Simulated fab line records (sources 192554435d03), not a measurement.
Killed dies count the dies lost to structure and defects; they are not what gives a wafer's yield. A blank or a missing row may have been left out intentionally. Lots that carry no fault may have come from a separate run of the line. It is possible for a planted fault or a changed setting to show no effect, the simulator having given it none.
Which tool was responsible? | flow n5_finfet | 24 lots with 72 wafers sampled at 5 steps, on a route of 1938 steps

## WHAT THE GAUGES SHOWED, per wafer
N5_BEOL_M1_OVL_MEAS_29.
lot  | measured     | on         | V0_OVL (nm)
L074 | day 6 02:04  | overlay-01 | 0.3 0.3 -0.4
L075 | day 6 05:22  | overlay-01 | -1.0 -0.4 -0.7
L076 | day 6 11:57  | overlay-02 | -0.3 0.2 -0.3
L077 | day 6 20:05  | overlay-01 | 0.5 0.8 0.1
L078 | day 7 05:21  | overlay-02 | 0.0 0.6 0.5
L079 | day 7 10:52  | overlay-02 | -0.9 -1.0 0.1
L080 | day 7 11:16  | overlay-01 | 0.0 -1.3 -0.5
L081 | day 7 20:23  | overlay-01 | 0.0 -0.1 0.6
L082 | day 8 06:08  | overlay-01 | 0.2 -0.8 -0.7
L083 | day 8 13:28  | overlay-02 | 0.5 0.1 0.5
L084 | day 8 13:23  | overlay-02 | 0.7 0.7 0.4
L085 | day 9 00:36  | overlay-02 | -0.7 -2.3 -0.7
L086 | day 9 06:11  | overlay-01 | -2.2 -0.3 -0.9
L087 | day 9 08:12  | overlay-02 | 0.1 -0.4 -0.1
L088 | day 9 12:02  | overlay-02 | 0.9 -0.2 -1.3
L089 | day 9 18:50  | overlay-01 | 0.3 -0.8 0.7
L090 | day 10 00:29 | overlay-01 | 0.7 0.6 1.0
L091 | day 10 07:16 | overlay-01 | 0.8 0.5 0.1
L092 | day 10 13:14 | overlay-01 | 0.0 0.5 -0.8
L093 | day 10 17:55 | overlay-02 | -0.1 0.0 -0.5
L094 | day 10 23:04 | overlay-02 | -1.4 -0.5 -1.3
L095 | day 11 11:05 | overlay-01 | 0.2 -0.4 0.2
L096 | day 11 15:55 | overlay-02 | 0.2 -0.7 -0.4
L097 | day 11 23:54 | overlay-01 | -0.2 0.4 0.6

## WHAT TOOL EACH LOT RAN ON (gives the tool, then ch and the chambers of the sampled wafers, and finally the start)
lot  | N5_BEOL_M0_STRIP_142               | N5_BEOL_M0_ANNEAL_133        | N5_BEOL_M0_CO_CAP_123            | N5_BEOL_M1_ETCH_64
L074 | rie_diel-06 ch 0,2,3, day 5 19:22  | pvd_sputter-02, day 5 22:28  | cvd_co-01 ch 1,2, day 5 23:29    | rie_diel-02 ch 1,2,3, day 6 01:14
L075 | rie_diel-03 ch 1,3, day 5 22:56    | pvd_sputter-03, day 6 00:42  | cvd_co-02 ch 0,2, day 6 01:55    | rie_diel-01 ch 1,2,3, day 6 04:26
L076 | rie_diel-03 ch 1,2, day 6 04:02    | pvd_sputter-03, day 6 08:49  | cvd_co-02 ch 0,2, day 6 09:52    | rie_diel-02 ch 0,2,3, day 6 11:02
L077 | rie_diel-06 ch 1,2, day 6 13:02    | pvd_sputter-01, day 6 17:02  | cvd_co-02 ch 1,2, day 6 18:09    | rie_diel-05 ch 0,2, day 6 19:17
L078 | rie_diel-03 ch 1,2,3, day 6 21:35  | pvd_sputter-02, day 6 23:41  | cvd_co-02 ch 0,1,2, day 7 00:45  | rie_diel-05 ch 2,3, day 7 04:36
L079 | rie_diel-06 ch 0,2, day 7 04:32    | pvd_sputter-01, day 7 06:13  | cvd_co-02 ch 0,2, day 7 07:58    | rie_diel-01 ch 0,1,3, day 7 09:56
L080 | rie_diel-03 ch 0,1, day 7 06:22    | pvd_sputter-02, day 7 07:57  | cvd_co-02 ch 0,2, day 7 08:58    | rie_diel-01 ch 1,2,3, day 7 10:34
L081 | rie_diel-06 ch 0,1,2, day 7 12:18  | pvd_sputter-01, day 7 15:05  | cvd_co-02 ch 0,1, day 7 16:11    | rie_diel-02 ch 0,3, day 7 19:26
L082 | rie_diel-06 ch 0,2,3, day 7 23:31  | pvd_sputter-01, day 8 03:00  | cvd_co-01 ch 0,2, day 8 04:11    | rie_diel-02 ch 1,2, day 8 05:18
L083 | rie_diel-04 ch 0,2,3, day 8 04:16  | pvd_sputter-02, day 8 07:22  | cvd_co-02 ch 0,2, day 8 08:29    | rie_diel-01 ch 1,2,3, day 8 12:40
L084 | rie_diel-03 ch 0,1,2, day 8 04:18  | pvd_sputter-03, day 8 07:16  | cvd_co-01 ch 0,1, day 8 08:20    | rie_diel-05 ch 0,2,3, day 8 12:28
L085 | rie_diel-03 ch 0,2,3, day 8 18:32  | pvd_sputter-01, day 8 20:14  | cvd_co-02 ch 0,2, day 8 21:45    | rie_diel-05 ch 0,1,3, day 8 23:40
L086 | rie_diel-03 ch 0,2,3, day 8 23:11  | pvd_sputter-02, day 9 02:38  | cvd_co-02 ch 0,1,2, day 9 03:40  | rie_diel-05 ch 0,1,3, day 9 05:25
L087 | rie_diel-03 ch 2,3, day 9 02:55    | pvd_sputter-03, day 9 05:00  | cvd_co-01 ch 0,1,2, day 9 06:02  | rie_diel-05 ch 1,2,3, day 9 07:30
L088 | rie_diel-03 ch 1,3, day 9 06:00    | pvd_sputter-01, day 9 08:53  | cvd_co-01 ch 0,2, day 9 09:55    | rie_diel-01 ch 1,2,3, day 9 11:20
L089 | rie_diel-06 ch 1,3, day 9 13:28    | pvd_sputter-01, day 9 15:15  | cvd_co-02 ch 0,1,2, day 9 16:17  | rie_diel-02 ch 0,2, day 9 18:00
L090 | rie_diel-03 ch 0,3, day 9 18:42    | pvd_sputter-02, day 9 20:47  | cvd_co-02 ch 1,2, day 9 22:00    | rie_diel-02 ch 0,1, day 9 23:46
L091 | rie_diel-03 ch 0,3, day 9 23:11    | pvd_sputter-03, day 10 02:50 | cvd_co-02 ch 1,2, day 10 03:55   | rie_diel-02 ch 0,2,3, day 10 06:19
L092 | rie_diel-04 ch 0,1,3, day 10 06:16 | pvd_sputter-02, day 10 08:37 | cvd_co-02 ch 0,1,2, day 10 09:39 | rie_diel-05 ch 1,2,3, day 10 12:30
L093 | rie_diel-03 ch 2,3, day 10 12:16   | pvd_sputter-01, day 10 14:53 | cvd_co-02 ch 0,2, day 10 15:58   | rie_diel-05 ch 0,2,3, day 10 17:01
L094 | rie_diel-03 ch 0,2, day 10 16:07   | pvd_sputter-01, day 10 18:25 | cvd_co-01 ch 0,1, day 10 19:26   | rie_diel-05 ch 0,1, day 10 22:14
L095 | rie_diel-06 ch 0,3, day 11 05:35   | pvd_sputter-01, day 11 07:12 | cvd_co-01 ch 0,2, day 11 08:20   | rie_diel-05 ch 0,1,2, day 11 10:01
L096 | rie_diel-03 ch 1,2,3, day 11 08:59 | pvd_sputter-02, day 11 10:37 | cvd_co-01 ch 0,2, day 11 11:44   | rie_diel-02 ch 0,1,2, day 11 15:00
L097 | rie_diel-04 ch 2,3, day 11 17:32   | pvd_sputter-03, day 11 20:16 | cvd_co-01 ch 0,1,2, day 11 21:17 | rie_diel-02 ch 1,2,3, day 11 22:57
- N5_BEOL_M0_STRIP_142: strips in N2/H2, time 10 s.
- N5_BEOL_M0_ANNEAL_133: time 60 s.
- N5_BEOL_M0_CO_CAP_123: material Co, precursor CCTBA/H2, target thk 2 nm, time 102.1 s.
- N5_BEOL_M1_ETCH_64: etches SOC in N2/H2, target depth 75 nm, overetch 15 nm, time 112.5 s.

## WHAT THE TOOLS THEMSELVES READ (means of the sampled wafers that have a number; where no wafer has one, the mark that the record gives instead)
N5_BEOL_M0_STRIP_142.
lot  | tool        | drypump_motor_current_A (A) | oes_product_au (a.u.) | rf_vpp_V (V) | showerhead_plenum_p_Torr (Torr) | throttle_valve_pct (%)
L074 | rie_diel-06 | 5.7                         | 0.77                  | 59.7         | 2.54                            | 23.7
L075 | rie_diel-03 | 5.7                         | 0.69                  | 58.6         | 2.58                            | 24.1
L076 | rie_diel-03 | 5.6                         | 0.78                  | 59.2         | 2.58                            | 23.5
L077 | rie_diel-06 | 5.2                         | 0.79                  | 59.0         | 2.46                            | 23.9
L078 | rie_diel-03 | 5.7                         | 0.77                  | 59.5         | 2.61                            | 23.7
L079 | rie_diel-06 | 5.2                         | 0.79                  | 57.5         | 2.48                            | 23.7
L080 | rie_diel-03 | 5.3                         | 0.83                  | 58.7         | 2.49                            | 23.6
L081 | rie_diel-06 | 5.3                         | 0.77                  | 58.8         | 2.48                            | 23.7
L082 | rie_diel-06 | 5.7                         | 0.74                  | 59.0         | 2.53                            | 23.8
L083 | rie_diel-04 | 5.5                         | 0.86                  | 59.4         | 2.62                            | 23.4
L084 | rie_diel-03 | 5.4                         | 0.82                  | 59.3         | 2.56                            | 23.5
L085 | rie_diel-03 | 5.5                         | 0.92                  | 59.2         | 2.60                            | 23.6
L086 | rie_diel-03 | 5.5                         | 0.91                  | 58.9         | 2.60                            | 23.6
L087 | rie_diel-03 | 5.7                         | 0.94                  | 59.2         | 2.64                            | 23.8
L088 | rie_diel-03 | 5.6                         | 0.78                  | 59.4         | 2.54                            | 23.8
L089 | rie_diel-06 | 5.7                         | 0.74                  | 59.0         | 2.51                            | 24.0
L090 | rie_diel-03 | 5.3                         | 0.89                  | 59.9         | 2.52                            | 23.8
L091 | rie_diel-03 | 5.5                         | 0.92                  | 59.8         | 2.56                            | 23.9
L092 | rie_diel-04 | 5.5                         | 0.87                  | 58.6         | 2.62                            | 23.5
L093 | rie_diel-03 | 5.7                         | 0.91                  | 59.7         | 2.63                            | 23.8
L094 | rie_diel-03 | 5.3                         | 0.84                  | 60.2         | 2.54                            | 23.5
L095 | rie_diel-06 | 5.8                         | 0.70                  | 59.2         | 2.54                            | 23.6
L096 | rie_diel-03 | 5.7                         | 0.90                  | 59.0         | 2.59                            | 23.5
L097 | rie_diel-04 | 5.6                         | 0.84                  | 59.6         | 2.57                            | 23.1

N5_BEOL_M0_ANNEAL_133.
lot  | tool           | heater_power_w (W)
L074 | pvd_sputter-02 | 943
L075 | pvd_sputter-03 | 814
L076 | pvd_sputter-03 | 785
L077 | pvd_sputter-01 | 723
L078 | pvd_sputter-02 | 929
L079 | pvd_sputter-01 | 786
L080 | pvd_sputter-02 | 938
L081 | pvd_sputter-01 | 786
L082 | pvd_sputter-01 | 807
L083 | pvd_sputter-02 | 880
L084 | pvd_sputter-03 | 780
L085 | pvd_sputter-01 | 776
L086 | pvd_sputter-02 | 902
L087 | pvd_sputter-03 | 727
L088 | pvd_sputter-01 | 830
L089 | pvd_sputter-01 | 786
L090 | pvd_sputter-02 | 1008
L091 | pvd_sputter-03 | 758
L092 | pvd_sputter-02 | 939
L093 | pvd_sputter-01 | 843
L094 | pvd_sputter-01 | 817
L095 | pvd_sputter-01 | 854
L096 | pvd_sputter-02 | 932
L097 | pvd_sputter-03 | 833

N5_BEOL_M0_CO_CAP_123.
lot  | tool      | heater_power_outer_w (W) | heater_power_w (W)
L074 | cvd_co-01 | 150                      | 292
L075 | cvd_co-02 | 119                      | 243
L076 | cvd_co-02 | 124                      | 257
L077 | cvd_co-02 | 116                      | 245
L078 | cvd_co-02 | 118                      | 246
L079 | cvd_co-02 | 122                      | 258
L080 | cvd_co-02 | 121                      | 244
L081 | cvd_co-02 | 114                      | 233
L082 | cvd_co-01 | 119                      | 226
L083 | cvd_co-02 | 125                      | 253
L084 | cvd_co-01 | 150                      | 286
L085 | cvd_co-02 | 121                      | 245
L086 | cvd_co-02 | 120                      | 244
L087 | cvd_co-01 | 133                      | 260
L088 | cvd_co-01 | 123                      | 236
L089 | cvd_co-02 | 119                      | 247
L090 | cvd_co-02 | 117                      | 246
L091 | cvd_co-02 | 124                      | 256
L092 | cvd_co-02 | 119                      | 241
L093 | cvd_co-02 | 120                      | 244
L094 | cvd_co-01 | 149                      | 289
L095 | cvd_co-01 | 119                      | 236
L096 | cvd_co-01 | 122                      | 237
L097 | cvd_co-01 | 135                      | 266

N5_BEOL_M1_ETCH_64.
lot  | tool        | drypump_motor_current_A (A) | oes_product_au (a.u.) | rf_vpp_V (V) | showerhead_plenum_p_Torr (Torr) | throttle_valve_pct (%)
L074 | rie_diel-02 | 6.1                         | 0.58                  | 524.2        | 2.56                            | 17.92
L075 | rie_diel-01 | 5.7                         | 0.58                  | 523.1        | 2.54                            | 17.99
L076 | rie_diel-02 | 5.8                         | 0.60                  | 525.4        | 2.58                            | 17.82
L077 | rie_diel-05 | 5.7                         | 0.67                  | 524.8        | 2.59                            | 17.77
L078 | rie_diel-05 | 5.8                         | 0.60                  | 526.2        | 2.62                            | 17.81
L079 | rie_diel-01 | 6.0                         | 0.58                  | 522.9        | 2.53                            | 17.84
L080 | rie_diel-01 | 5.7                         | 0.57                  | 524.4        | 2.54                            | 18.00
L081 | rie_diel-02 | 5.5                         | 0.62                  | 525.0        | 2.57                            | 17.72
L082 | rie_diel-02 | 6.4                         | 0.64                  | 524.7        | 2.56                            | 18.00
L083 | rie_diel-01 | 5.7                         | 0.57                  | 523.8        | 2.53                            | 18.01
L084 | rie_diel-05 | 5.9                         | 0.63                  | 525.3        | 2.60                            | 17.83
L085 | rie_diel-05 | 6.0                         | 0.65                  | 525.1        | 2.60                            | 17.72
L086 | rie_diel-05 | 6.0                         | 0.64                  | 524.5        | 2.60                            | 17.72
L087 | rie_diel-05 | 5.8                         | 0.63                  | 524.9        | 2.60                            | 17.67
L088 | rie_diel-01 | 5.7                         | 0.57                  | 524.2        | 2.53                            | 18.02
L089 | rie_diel-02 | 5.7                         | 0.65                  | 524.8        | 2.58                            | 17.77
L090 | rie_diel-02 | 6.0                         | 0.59                  | 523.4        | 2.54                            | 18.05
L091 | rie_diel-02 | 5.8                         | 0.64                  | 524.5        | 2.57                            | 17.72
L092 | rie_diel-05 | 5.8                         | 0.62                  | 524.2        | 2.59                            | 17.68
L093 | rie_diel-05 | 5.9                         | 0.62                  | 525.0        | 2.59                            | 17.87
L094 | rie_diel-05 | 6.0                         | 0.67                  | 525.1        | 2.58                            | 17.75
L095 | rie_diel-05 | 5.8                         | 0.66                  | 525.4        | 2.58                            | 17.70
L096 | rie_diel-02 | 6.0                         | 0.63                  | 524.8        | 2.56                            | 17.92
L097 | rie_diel-02 | 6.1                         | 0.61                  | 524.5        | 2.55                            | 17.86

## THE ANSWER, worked out from the rows above alone
Rule: the lots themselves supply what counts as usual. The widest of any qualifying gaps counts: lots, ordered by their means at a reading, are off when they make up no more than a third of the lots, leave a main group of 4 or more, and stand apart from it by 3 or more times the standard deviation of that group's means. A main group whose means are all the same, to the digits that the tables above print for the reading, isn't used. Also off: a lot with no number at a reading for which 4 or more lots have one. Where the step has rows for the other lots, those lots are counted as sound. First the gauges in route order, then the tools' own readings, where a lot's mean is used as printed above. At the first step where some lot is off, the reading lying furthest off is the one used; lots without a number count as furthest.
No lot is off on any of the readings shown, so nothing can be concluded from this.

## WHAT THE SIMULATOR HAD PUT IN
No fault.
